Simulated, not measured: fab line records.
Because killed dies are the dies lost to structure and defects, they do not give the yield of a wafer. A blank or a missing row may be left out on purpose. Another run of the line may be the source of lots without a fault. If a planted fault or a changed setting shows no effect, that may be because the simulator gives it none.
Split-lot experiment || flow n5-finfet || 21 wafers read across 7 lots, on a route 1938 steps long

== ABOUT THE SPLIT ==
At N5_DUMMY_GATE_ETCH_32 (etches SiO2 in CF4, target depth 3.5 nm, time 3.9 s), the setting time-s was moved away from the recipe's 3.9 s on 6 of the 21 wafers read, by -14.6% to +14.8%. All remaining wafers had this setting at the recipe value.

The reading comes from the split's own step.

== THE READING ==
etch.depth-nm (the simulator's own value, which no gauge read), in nm, at N5_DUMMY_GATE_ETCH_32 (etches SiO2 in CF4, target depth 3.5 nm, time 3.9 s). There is no usual value for it anywhere in the file. Here, 15 wafers ran the recipe; their average is 3.475 nm with a standard deviation of 0.055 nm.

{"wafer": "L075.3", "tool, chamber at the split": "rie-si-02, 0", "time-s as run, s": 3.511, "against the recipe": "-10.0%", "etch.depth-nm, nm": 3.075, "against lot-mates on the recipe": -0.446}
{"wafer": "L075.4", "tool, chamber at the split": "rie-si-02, 3", "time-s as run, s": 3.9, "against the recipe": "recipe", "etch.depth-nm, nm": 3.509, "against lot-mates on the recipe": "-"}
{"wafer": "L075.5", "tool, chamber at the split": "rie-si-02, 3", "time-s as run, s": 3.9, "against the recipe": "recipe", "etch.depth-nm, nm": 3.534, "against lot-mates on the recipe": "-"}
{"wafer": "L076.2", "tool, chamber at the split": "rie-si-03, 1", "time-s as run, s": 3.9, "against the recipe": "recipe", "etch.depth-nm, nm": 3.39, "against lot-mates on the recipe": "-"}
{"wafer": "L076.3", "tool, chamber at the split": "rie-si-03, 0", "time-s as run, s": 3.9, "against the recipe": "recipe", "etch.depth-nm, nm": 3.531, "against lot-mates on the recipe": "-"}
{"wafer": "L076.6", "tool, chamber at the split": "rie-si-03, 0", "time-s as run, s": 3.9, "against the recipe": "recipe", "etch.depth-nm, nm": 3.5, "against lot-mates on the recipe": "-"}
{"wafer": "L085.2", "tool, chamber at the split": "rie-si-02, 3", "time-s as run, s": 4.476, "against the recipe": "+14.8%", "etch.depth-nm, nm": 4.076, "against lot-mates on the recipe": "+0.657"}
{"wafer": "L085.3", "tool, chamber at the split": "rie-si-02, 0", "time-s as run, s": 4.476, "against the recipe": "+14.8%", "etch.depth-nm, nm": 3.993, "against lot-mates on the recipe": "+0.574"}
{"wafer": "L085.5", "tool, chamber at the split": "rie-si-02, 2", "time-s as run, s": 3.9, "against the recipe": "recipe", "etch.depth-nm, nm": 3.419, "against lot-mates on the recipe": "-"}
{"wafer": "L086.3", "tool, chamber at the split": "rie-si-01, 3", "time-s as run, s": 3.9, "against the recipe": "recipe", "etch.depth-nm, nm": 3.527, "against lot-mates on the recipe": "-"}
{"wafer": "L086.4", "tool, chamber at the split": "rie-si-01, 0", "time-s as run, s": 3.9, "against the recipe": "recipe", "etch.depth-nm, nm": 3.469, "against lot-mates on the recipe": "-"}
{"wafer": "L086.6", "tool, chamber at the split": "rie-si-01, 3", "time-s as run, s": 3.9, "against the recipe": "recipe", "etch.depth-nm, nm": 3.566, "against lot-mates on the recipe": "-"}
{"wafer": "L087.1", "tool, chamber at the split": "rie-si-03, 1", "time-s as run, s": 3.33, "against the recipe": "-14.6%", "etch.depth-nm, nm": 2.909, "against lot-mates on the recipe": -0.583}
{"wafer": "L087.2", "tool, chamber at the split": "rie-si-03, 3", "time-s as run, s": 3.33, "against the recipe": "-14.6%", "etch.depth-nm, nm": 2.967, "against lot-mates on the recipe": -0.525}
{"wafer": "L087.4", "tool, chamber at the split": "rie-si-03, 0", "time-s as run, s": 3.9, "against the recipe": "recipe", "etch.depth-nm, nm": 3.492, "against lot-mates on the recipe": "-"}
{"wafer": "L090.2", "tool, chamber at the split": "rie-si-03, 0", "time-s as run, s": 3.9, "against the recipe": "recipe", "etch.depth-nm, nm": 3.452, "against lot-mates on the recipe": "-"}
{"wafer": "L090.4", "tool, chamber at the split": "rie-si-03, 1", "time-s as run, s": 3.9, "against the recipe": "recipe", "etch.depth-nm, nm": 3.362, "against lot-mates on the recipe": "-"}
{"wafer": "L090.5", "tool, chamber at the split": "rie-si-03, 0", "time-s as run, s": 3.9, "against the recipe": "recipe", "etch.depth-nm, nm": 3.487, "against lot-mates on the recipe": "-"}
{"wafer": "L096.1", "tool, chamber at the split": "rie-si-02, 1", "time-s as run, s": 3.9, "against the recipe": "recipe", "etch.depth-nm, nm": 3.458, "against lot-mates on the recipe": "-"}
{"wafer": "L096.2", "tool, chamber at the split": "rie-si-02, 0", "time-s as run, s": 4.269, "against the recipe": "+9.5%", "etch.depth-nm, nm": 3.798, "against lot-mates on the recipe": "+0.351"}
{"wafer": "L096.3", "tool, chamber at the split": "rie-si-02, 2", "time-s as run, s": 3.9, "against the recipe": "recipe", "etch.depth-nm, nm": 3.436, "against lot-mates on the recipe": "-"}

THE FIT
A straight line over all 21 wafers: etch.depth-nm changes by +0.0373 nm for each +1% of time-s; r = +0.98; the points scatter about the line by 0.053 nm.
The same after taking each lot's own level away (the mean of its wafers on the recipe; 21 wafers): +0.04 nm for each +1%; r = +0.99; scatter 0.043 nm.
Per that fit: largest time-s move, reading shift of 0.59 nm.
Measured against the standard deviation above, the lots' own levels, which go from 3.4190 to 3.5215 nm, span 1.9 times it.
Hence the lot-to-lot level has little effect on the slope; both slopes agree.
Check: for one of the wafers moved furthest among these (+14.8%), held out of the fit, the line's prediction against its lot-mates is +0.571 nm. It came out at +0.657 nm against them.

== ADDITIONAL SPLITS CARRIED BY THESE WAFERS ==
Other splits were also applied to these wafers ahead of the reading. Each is held against what the fit with the lots' levels taken away leaves over:
{"other split on the same wafers": "N5_WELL_APT_COAT_19 spin-rpm", "wafers away from the commonest value": 7, "r with etch.depth-nm (lot level and that fit taken away)": -0.23}
{"other split on the same wafers": "N5_FIN_SAQP_HM_DEP_03 time-s", "wafers away from the commonest value": 8, "r with etch.depth-nm (lot level and that fit taken away)": -0.15}
{"other split on the same wafers": "N5_FIN_SAQP_HM_DEP_72 time-s", "wafers away from the commonest value": 6, "r with etch.depth-nm (lot level and that fit taken away)": -0.03}

== THE FILE'S OWN FIT ==
etch.depth-nm changes by +0.0402 nm for each +1% of time-s, r = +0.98.
